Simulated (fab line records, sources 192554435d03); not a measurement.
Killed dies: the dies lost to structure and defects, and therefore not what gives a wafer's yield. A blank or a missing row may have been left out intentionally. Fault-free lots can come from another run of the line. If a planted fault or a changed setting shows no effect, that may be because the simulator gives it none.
fab line records | flow n5Finfet
record: lots: 9 wafers: 24 lastDay: 17
route steps=1938 shown BEOL_M4@1111 BEOL_M10@1515 BEOL_M11@1537 PASSIVATION@1936
lots with no fault: from the same line, run without faults
startH: hours from the record's opening day to when the first of the lot's shown wafers began | waitH: hours from the lot's prior step to this one | " repeats the value in the row above | L1.1+2: one row covering several wafers at once | - either no value or no given start | * or withheld: withheld | < > ~ a bound
route shown NAME@n: NAME is a module with steps in the file, n the number in the route of the first one | usual: mean and standard deviation over wafers with no fault | same: alike in all rows | chamber/n: place in a boat | sites: the reading at each site | _std_site: how widely they spread, as a standard deviation | _edge_site: mean of outer sites minus mean of inner sites | radiusMm: how far each site lies from the wafer's centre | mask NAME#n: copy n | behind: the last tool/chamber to shape the wafer | hold: what put the lot on hold/how long, in hours/how the hold closed | device: transistor that didn't switch, given as n, p or np | end of line: the tests these same wafers got at the end of their route | a step without rows: its recipe alone | killed: not the wafer's yield, but the dies lost to structure and defects at the first sort | map: the dies of a wafer, with x for killed, . for not killed, _ for no die there
set.NAME: the setting the step ran with; set.NAME@STEP: the setting that earlier step ran with | model.NAME: the simulator's own value behind a step, which no gauge read
route steps across a sampled set of lots; one table per step, one row per wafer
services: when a tool's chamber went out of use (startH, in hours from the record's first day, below 0 if earlier), for how many hours, and the reason
== steps ==
step: N5_BEOL_M4_RC_MEAS_101
usual: DIBL_N: 36.1/2 DIBL_P: 36.3/2.4 IOFF_N: 0.15/0.035 IOFF_P: 0.21/0.039 ION_N: 672/15 ION_P: 463/9.7 SS_N: 71.5/0.7 SS_P: 73.2/0.75 VT_N: 251/3.6 VT_P: -250/3.8
columns lot.wafer tool chamber startH waitH DIBL_N[mV/V] DIBL_P[mV/V] IOFF_N[nA/um] IOFF_P[nA/um] ION_N[uA/um] ION_P[uA/um] SS_N[mV/dec] SS_P[mV/dec] VT_N[mV] VT_P[mV]
L980.2 prober-02 0 192.02 0.2 35.3 37.2 0.12 0.16 675 453 71.4 73.3 253 -258
L980.3 " 0 " " 31.4 32.2 0.08 0.11 637 439 69.7 71.6 260 -262
L980.4 " 0 " " 32.5 32.9 0.08 0.11 631 434 70.5 72.3 261 -262
L981.2 prober-01 0 196.05 0.2 34.1 36.1 0.14 0.20 670 461 71.1 72.7 248 -250
L981.3 " 0 " " 37.2 39.6 0.17 0.26 664 463 71.7 73.7 250 -250
L981.4 " 0 " " 35.7 36.1 0.15 0.19 660 458 72.0 72.8 251 -252
L983.3 prober-02 0 206.71 0.3 39.7 39.7 0.20 0.22 671 456 72.8 74.2 247 -252
L983.4 " 0 " " 37.9 38.4 0.16 0.20 676 462 72.7 73.3 250 -257
L983.6 " 0 " " 37.7 38.9 0.17 0.20 669 453 72.5 73.7 249 -253
L987.2 prober-01 0 221.44 0.2 34.6 34.5 0.12 0.15 653 442 72.0 72.8 256 -254
L987.3 " 0 " " 36.7 38.1 0.17 0.21 671 457 72.0 73.1 248 -253
L987.4 " 0 " " 38.2 38.4 0.17 0.20 670 453 71.8 73.3 253 -254
L986.2 prober-02 0 221.96 0.2 37.6 37.2 0.17 0.27 667 466 71.8 73.5 250 -244
L986.5 " 0 " " 37.2 36.4 0.16 0.26 665 467 72.3 73.6 250 -245
L986.6 " 0 " " 32.9 31.1 0.10 0.18 644 460 70.6 71.3 257 -247
L991.5 prober-02 0 252.89 0.6 34.1 33.6 0.12 0.17 655 457 70.9 72.2 253 -253
L996.2 prober-01 0 284.75 0.2 36.2 37.2 0.15 0.19 660 455 71.9 73.4 251 -253
L996.3 " 0 " " 37.4 38.7 0.18 0.21 691 469 71.7 73.3 248 -250
L998.1 prober-01 0 306.77 0.0 37.0 37.2 0.18 0.24 672 458 72.1 73.5 248 -250
L998.2 " 0 " " 32.3 31.4 0.10 0.15 652 457 70.9 71.8 258 -254
L998.5 " 0 " " 34.5 34.8 0.14 0.21 665 458 71.1 72.5 252 -249
L100.3 prober-02 0 306.90 0.3 37.6 36.7 0.17 0.24 673 467 71.1 74.5 249 -247
L100.5 " 0 " " 35.1 33.4 0.13 0.19 661 461 70.7 72.1 252 -249
L100.6 " 0 " " 38.3 38.3 0.19 0.27 701 481 71.2 73.5 247 -243
step: N5_BEOL_M10_OCD_MEAS_38
usual: trenchDepthNm: 148/3.4
columns lot.wafer tool chamber startH waitH trenchDepthNm
L980.2 ocd-02 - 247.46 - 141
L980.3 " - " " 152
L980.4 " - " " 149
L981.2 ocd-01 - 251.20 - 145
L981.3 " - " " 151
L981.4 " - " " 149
L983.3 ocd-01 - 259.86 - 148
L983.4 " - " " 152
L983.6 " - " " 153
L986.2 ocd-02 - 273.56 - 148
L986.5 " - " " 147
L986.6 " - " " 147
L987.2 ocd-02 - 274.39 - 148
L987.3 " - " " 142
L987.4 " - " " 148
L991.5 ocd-01 - 310.18 - 144
L996.2 ocd-02 - 350.02 - 148
L996.3 " - " " 155
L998.1 ocd-01 - 360.81 - 141
L998.2 " - " " 149
L998.5 " - " " 151
L100.3 ocd-02 - 361.42 - 149
L100.5 " - " " 146
L100.6 " - " " 154
step: N5_BEOL_M11_CURE_71
recipe: tempC: 385 timeS: 240 ambient: He/Ar material: SiCOH_lowk
usual: lampPowerPct: 52.32/0.055 wafer_temp_C_max: 386.7/0.57
columns lot.wafer tool chamber startH waitH lampPowerPct wafer_temp_C_max
L980.2 uvCure-03 2 250.16 0.1 52.38 387.1
L980.3 " 2 " " 52.19 387.7
L980.4 " 2 " " 52.33 388.0
L981.2 uvCure-01 2 254.32 0.1 52.40 387.4
L981.3 " 2 " " 52.26 387.3
L981.4 " 2 " " 52.27 386.8
L983.3 uvCure-01 0 264.05 0.4 52.36 387.5
L983.4 " 0 " " 52.24 388.2
L983.6 " 0 " " 52.28 387.4
L986.2 uvCure-02 0 276.27 0.1 52.28 385.7
L986.5 " 0 " " 52.40 386.1
L986.6 " 0 " " 52.39 386.1
L987.2 uvCure-03 1 277.59 0.4 52.30 387.4
L987.3 " 1 " " 52.27 387.4
L987.4 " 1 " " 52.35 387.6
L991.5 uvCure-01 0 313.49 0.3 52.23 387.0
L996.2 uvCure-02 2 353.97 0.4 52.28 385.8
L996.3 " 2 " " 52.28 385.9
L998.1 uvCure-03 1 364.04 0.0 52.28 386.3
L998.2 " 1 " " 52.30 386.7
L998.5 " 1 " " 52.31 386.6
L100.3 uvCure-02 1 365.22 0.2 52.29 386.8
L100.5 " 1 " " 52.33 386.6
L100.6 " 1 " " 52.27 386.8
step: N5_BEOL_M11_ETCH_62
recipe: chemistry: N2/H2 target: SOC targetDepthA: 1100 overetchA: 220 maskMaterial: SiARC tempC: 40 timeS: 165 ionEnergyEv: 200 pressureMtorr: 30 sourceW: 840 biasW: 150 n2FlowSccm: 200 h2FlowSccm: 200
usual: drypumpMotorCurrentA: 5.9/0.47 oesProductAu: 0.69/0.065 rfVppV: 523.6/2.2 showerheadPlenumPTorr: 2.53/0.077 throttleValvePct: 17.7/0.32
columns lot.wafer tool chamber startH waitH drypumpMotorCurrentA oesProductAu rfHoursCounterH rfVppV showerheadPlenumPTorr throttleValvePct
L980.2 rieDiel-06 0 252.19 0.0 6.0 0.68 100 524.2 2.58 18.0
L980.3 " 1 " " 5.5 0.76 30 522.5 2.50 17.7
L980.4 " 2 " " 5.4 0.63 183 522.2 2.54 18.3
L981.2 rieDiel-06 2 256.09 0.0 5.4 0.63 184 524.9 2.54 18.3
L981.3 " 1 " " 5.5 0.76 31 521.7 2.50 17.7
L981.4 " 0 " " 6.0 0.68 101 526.1 2.58 18.0
L983.3 rieDiel-03 0 270.33 0.0 6.2 0.77 29 522.5 2.50 17.5
L983.4 " 3 " " 5.7 0.57 243 526.9 2.61 18.1
L983.6 " 0 " " 6.2 0.77 - 521.9 2.50 17.5
L986.2 rieDiel-06 1 279.10 0.0 5.5 0.75 36 522.1 2.50 17.7
L986.5 " 3 " " 5.4 0.83 - 526.2 2.68 17.5
L986.6 " 2 " " 5.4 0.70 - 524.3 2.54 18.3
L987.2 rieDiel-06 2 279.56 0.0 5.4 0.62 192 522.8 2.54 18.3
L987.3 " 3 " " 5.4 0.83 66 528.8 2.68 17.5
L987.4 " 1 " " 5.5 0.75 36 523.1 2.50 17.7
L991.5 rieDiel-06 3 314.76 0.1 5.4 0.70 - 527.1 2.67 17.5
L996.2 rieDiel-02 1 355.54 0.0 6.6 0.64 145 523.5 2.54 17.7
L996.3 " 0 " " 6.3 0.78 10 524.9 2.58 17.1
L998.1 rieDiel-03 0 365.79 0.0 6.2 0.73 59 521.3 2.48 17.5
L998.2 " 2 " " 6.6 0.72 69 524.4 2.55 17.4
L998.5 " 0 " " 6.2 0.73 - 522.6 2.48 17.5
L100.3 rieDiel-03 0 369.01 0.0 6.2 0.73 60 524.1 2.48 17.5
L100.5 " 1 " " 5.7 0.59 - 520.9 2.37 17.9
L100.6 " 0 " " 6.2 0.72 - 522.1 2.48 17.5
step: N5_BEOL_M11_HM_OPEN_17
recipe: chemistry: Cl2/BCl3 targetDepthA: 200 overetchA: 60 target: TiN maskMaterial: SOC ionEnergyEv: 150 pressureMtorr: 10 icpW: 1000 biasW: 126 Cl2_flow_sccm: 53.25 bcl3FlowSccm: 21.75 Ar_flow_sccm: 25
usual: drypumpMotorCurrentA: 5.8/0.4 oesProductAu: 0.66/0.074 throttleValvePct: 22.29/0.24
columns lot.wafer tool chamber startH waitH drypumpMotorCurrentA oesProductAu rfHoursCounterH throttleValvePct
L980.2 rieMetal-01 0 252.38 0.0 5.6 0.62 55 22.29
L980.3 " 1 " " 4.9 0.66 - 21.98
L980.4 " 0 " " 5.6 0.64 - 22.27
L981.2 rieMetal-02 0 256.28 0.0 5.9 0.59 81 22.59
L981.3 " 0 " " 5.9 0.59 - 22.58
L981.4 " 1 " " 6.3 0.67 - 22.45
L983.3 rieMetal-02 1 270.54 0.1 6.3 0.65 - 22.48
L983.4 " 0 " " 5.9 0.59 - 22.60
L983.6 " 0 " " 5.9 0.60 - 22.59
L986.2 rieMetal-02 0 279.28 0.0 5.9 0.59 83 22.60
L986.5 " 1 " " 6.3 0.29 - 23.11
L986.6 " 0 " " 6.0 0.26 - 23.25
L987.2 rieMetal-03 0 279.75 0.0 5.7 0.72 19 22.34
L987.3 " 0 " " 5.8 0.31 - 23.01
L987.4 " 1 " " 6.1 0.54 - 22.22
L991.5 rieMetal-03 0 315.00 0.1 5.8 0.69 - 22.38
L996.2 rieMetal-03 0 355.72 0.0 5.7 0.70 26 22.35
L996.3 " 0 " " 5.8 0.70 - 22.35
L998.1 rieMetal-02 0 365.98 0.0 5.9 0.57 94 22.64
L998.2 " 1 " " 6.3 0.63 47 22.48
L998.5 " 1 " " 6.2 0.63 - 22.50
L100.3 rieMetal-03 0 369.22 0.1 5.8 0.69 - 22.37
L100.5 " 0 " " 5.8 0.69 - 22.39
L100.6 " 1 " " 6.1 0.80 - 21.80
step: N5_BEOL_M11_CD_MEAS_18
recipe: pitchNm: 140 targetCdNm: 70
usual: cdNm: 70.1/0.96
columns lot.wafer tool chamber startH waitH cdNm
L980.2 cdSem-01 - 252.56 0.1 69.7
L980.3 " - " " 69.9
L980.4 " - " " 68.3
L981.2 cdSem-03 - 256.53 0.1 68.6
L981.3 " - " " 69.4
L981.4 " - " " 69.8
L983.3 cdSem-03 - 270.72 0.1 70.8
L983.4 " - " " 69.6
L983.6 " - " " 71.2
L986.2 cdSem-01 - 279.47 0.1 70.9
L986.5 " - " " -
L986.6 " - " " -
L987.2 cdSem-03 - 279.93 0.1 69.1
L987.3 " - " " -
L987.4 " - " " 70.3
L991.5 cdSem-02 - 315.16 0.0 68.5
L996.2 cdSem-03 - 355.90 0.1 70.2
L996.3 " - " " 69.2
L998.1 cdSem-01 - 366.16 0.0 71.7
L998.2 " - " " 70.3
L998.5 " - " " 71.5
L100.3 cdSem-02 - 369.45 0.1 71.2
L100.5 " - " " 69.6
L100.6 " - " " 70.8
step: N5_BEOL_M11_OVL_MEAS_29
recipe: pointsPerWafer: 44
usual: V10_OVL: 0.3/0.77
columns lot.wafer tool chamber startH waitH V10_OVL[nm]
L980.2 overlay-01 0 253.84 0.0 0.0
L980.3 " 0 " " 0.1
L980.4 " 0 " " 0.2
L981.2 overlay-01 0 258.16 0.0 1.5
L981.3 " 0 " " 0.0
L981.4 " 0 " " 1.9
L983.3 overlay-02 0 273.08 0.0 -0.1
L983.4 " 0 " " 0.7
L983.6 " 0 " " -0.4
L986.2 overlay-02 0 279.98 0.0 -0.6
L986.5 " 0 " " -0.4
L986.6 " 0 " " 0.3
L987.2 overlay-02 0 281.13 0.0 0.5
L987.3 " 0 " " 1.2
L987.4 " 0 " " 0.4
L991.5 overlay-02 0 320.10 0.0 0.8
L996.2 overlay-01 0 356.74 0.0 -0.6
L996.3 " 0 " " -0.2
L998.1 overlay-01 0 367.89 0.0 1.0
L998.2 " 0 " " -0.2
L998.5 " 0 " " -0.4
L100.3 overlay-01 0 369.89 0.0 1.3
L100.5 " 0 " " 0.6
L100.6 " 0 " " 0.4
step: N5_BEOL_M11_OCD_MEAS_38
usual: trenchDepthNm: 148/3.7
columns lot.wafer tool chamber startH waitH trenchDepthNm
L980.2 ocd-02 - 254.39 - 148
L980.3 " - " " 144
L980.4 " - " " 150
L981.2 ocd-02 - 258.71 - 149
L981.3 " - " " 149
L981.4 " - " " 143
L983.3 ocd-01 - 273.64 - 147
L983.4 " - " " 148
L983.6 " - " " 146
L986.2 ocd-02 - 280.53 - 141
L986.5 " - " " -
L986.6 " - " " -
L987.2 ocd-01 - 281.97 - 155
L987.3 " - " " -
L987.4 " - " " 151
L991.5 ocd-02 - 320.65 - 150
L996.2 ocd-02 - 357.29 - 149
L996.3 " - " " 150
L998.1 ocd-01 - 368.48 - 148
L998.2 " - " " 149
L998.5 " - " " 147
L100.3 ocd-01 - 370.44 - 148
L100.5 " - " " 145
L100.6 " - " " 148
step: N5_PASSIVATION_PROBE_49
usual: defectLimitedYield: 91.1/1.6 killed_at_M0_to_M3: 35/11 killed_at_M4_up: 13/5.4 killedAtContacts: 13/6.5 killedAtFrontEnd: 40/14 killedAtOther: 4/3.1 killedDies: 105/18 killedOnRim: 14/4.1 killedOpen: 69/14 killedShort: 34/7.3 sort_bin_5_function: 5.2/0.96 sort_bin_6_memory: 3.4/0.77 sort_bin_8_speed: 0.02/0.13 sortNPass: 1075/19
same: grossDies: 1180 killedAtBackSide: 0 sort_bin_4_leakage[%]: 0
columns lot.wafer tool chamber startH waitH defectLimitedYield[%] killed_at_M0_to_M3 killed_at_M4_up killedAtContacts killedAtFrontEnd killedAtOther killedDies killedOnRim killedOpen killedShort sort_bin_5_function[%] sort_bin_6_memory[%] sort_bin_8_speed[%] sortNPass
L986.2 prober-02 - 327.65 0.1 93.4 19 14 9 34 2 78 12 52 26 4.2 2.1 0 1102
L986.5 prober-02 - 327.80 0.2 0 24 1102 8 42 4 1180 152 50 37 97.4 2.4 0 0
L986.6 prober-02 - 327.85 0.3 0 26 1099 23 31 1 1180 152 59 29 97.3 2.5 0 0
L987.2 prober-01 - 328.54 0.1 89.6 51 16 12 39 5 123 16 79 41 6.4 4.0 0 1057
L987.3 prober-01 - 328.59 0.1 0 45 1069 14 39 13 1180 152 86 48 93.9 5.3 0 0
L987.4 prober-01 - 328.64 0.2 90.3 25 27 21 39 3 115 21 78 36 5.6 3.6 0 1065
killed by level:class
L986.2 MOL_CONTACT_COAG:geometricParticle:open=7 FIN_SAQP:geometricParticle:short=5 STI_FIN_REVEAL:geometricParticle:open=5 DUMMY_GATE:geometricParticle:open=5 BEOL_M2:geometricParticle:open=4 FIN_SAQP:geometricParticle:open=3 GATE_CUT:geometricParticle:short=3 GATE_CUT:geometricParticle:open=3
L986.5 BEOL_M11:areaEtch=1093 BEOL_M0_SAQP:geometricParticle:short=9 FIN_SAQP:geometricParticle:short=8 GATE_CUT:geometricParticle:short=7 FIN_SAQP:geometricParticle:open=6 STI_FIN_REVEAL:geometricParticle:open=6 MOL_CONTACT_COAG:geometricParticle:open=6 BEOL_M4:geometricParticle:open=6
L986.6 BEOL_M11:areaEtch=1092 MOL_CONTACT_COAG:geometricParticle:open=18 STI_FIN_REVEAL:geometricParticle:open=13 BEOL_M1:geometricParticle:open=6 MOL_CONTACT_COAG:geometricParticle:short=5 FIN_SAQP:geometricParticle:short=4 STI_FIN_REVEAL:geometricParticle:short=4 BEOL_M0_SAQP:geometricParticle:short=4
L987.2 BEOL_M3:geometricParticle:open=15 BEOL_M0_SAQP:geometricParticle:open=13 MOL_CONTACT_COAG:geometricParticle:open=10 BEOL_M4:geometricParticle:open=9 BEOL_M0_SAQP:geometricParticle:short=8 GATE_CUT:geometricParticle:short=7 FIN_SAQP:geometricParticle:open=5 FIN_SAQP:geometricParticle:short=5
L987.3 BEOL_M11:areaEtch=1044 BEOL_M4:geometricParticle:open=15 MOL_CONTACT_COAG:geometricParticle:open=12 FIN_SAQP:geometricParticle:open=11 BEOL_M0_SAQP:geometricParticle:short=9 BEOL_M2:geometricParticle:open=9 BEOL_M3:geometricParticle:open=9 GATE_CUT:geometricParticle:short=7
L987.4 BEOL_M4:geometricParticle:open=17 MOL_CONTACT_COAG:geometricParticle:open=15 BEOL_M3:geometricParticle:open=10 FIN_SAQP:geometricParticle:open=9 MOL_CONTACT_COAG:geometricParticle:short=6 BEOL_M4:geometricParticle:short=6 STI_FIN_REVEAL:geometricParticle:open=5 ILD0:geometricParticle:short=5
== services ==
columns tool chamber startH hours kind
rieDiel-06 1 268.83 5.7 repair
uvCure-02 - 277.50 7.5 pm
rieDiel-03 0 288.35 3.7 repair
uvCure-02 - 288.45 18.8 repair
rieDiel-03 3 298.09 - clean
rieDiel-03 3 298.09 - consumableReplace:focusRing
rieDiel-03 3 298.09 12.6 scheduledDown
rieDiel-03 3 298.09 12.6 ventCycle
uvCure-03 - 302.46 0.9 repair
rieDiel-02 0 307.50 - clean
rieDiel-02 0 307.50 - consumableReplace:focusRing
rieDiel-02 0 307.50 16.1 scheduledDown
rieDiel-02 0 307.50 16.1 ventCycle
rieMetal-03 1 307.77 - clean
rieMetal-03 1 307.77 16.0 scheduledDown
rieMetal-03 1 307.77 16.0 ventCycle
rieMetal-01 - 314.85 14.6 pm
rieMetal-03 - 318.78 0.3 repair
uvCure-03 - 345.91 1.0 pm
uvCure-01 - 350.47 7.5 pm
rieDiel-06 - 351.47 2.8 pm
rieMetal-02 - 353.42 1.4 pm
uvCure-01 - 362.60 2.1 pm
== key ==
firstSign: step: N5_BEOL_M11_HM_OPEN_17 reading: oesProductAu direction: down sigmas: 5.1 usual: 0.66 struck: 0.29
effect: step: N5_BEOL_M11_CD_MEAS_18 reading: cdNm direction: missing
effect: step: N5_BEOL_M11_OCD_MEAS_38 reading: trenchDepthNm direction: missing
effect: step: N5_PASSIVATION_PROBE_49 reading: killed_at_M4_up direction: up sigmas: 99+ usual: 13 struck: 1090
moreKillsBornAt: N5_BEOL_M11_ETCH_62@rieDiel-06: 3229
metAt N5_BEOL_M11_ETCH_62
struckLots L986,L987
struckWafers L986.5,L986.6,L987.3
laterRowsLeftOut L986.5,L986.6,L987.3
notActingAt N5_BEOL_M10_OCD_MEAS_38,N5_BEOL_M11_CURE_71,N5_BEOL_M11_OVL_MEAS_29
onsetBetween 256.09 279.10
fault: kind: processParameterDrift tool: rieDiel-06 chamber: - onsetH: 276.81 steps: N5_BEOL_M11_ETCH_62 channel: timeS offset: * shape: step endH: 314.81 scope: struckWafersOnly actsIn: * stated: *
laterRowsLeftOut: the simulator's readings of these wafers behind a module that went badly wrong aren't trusted and aren't shown, but for the sort
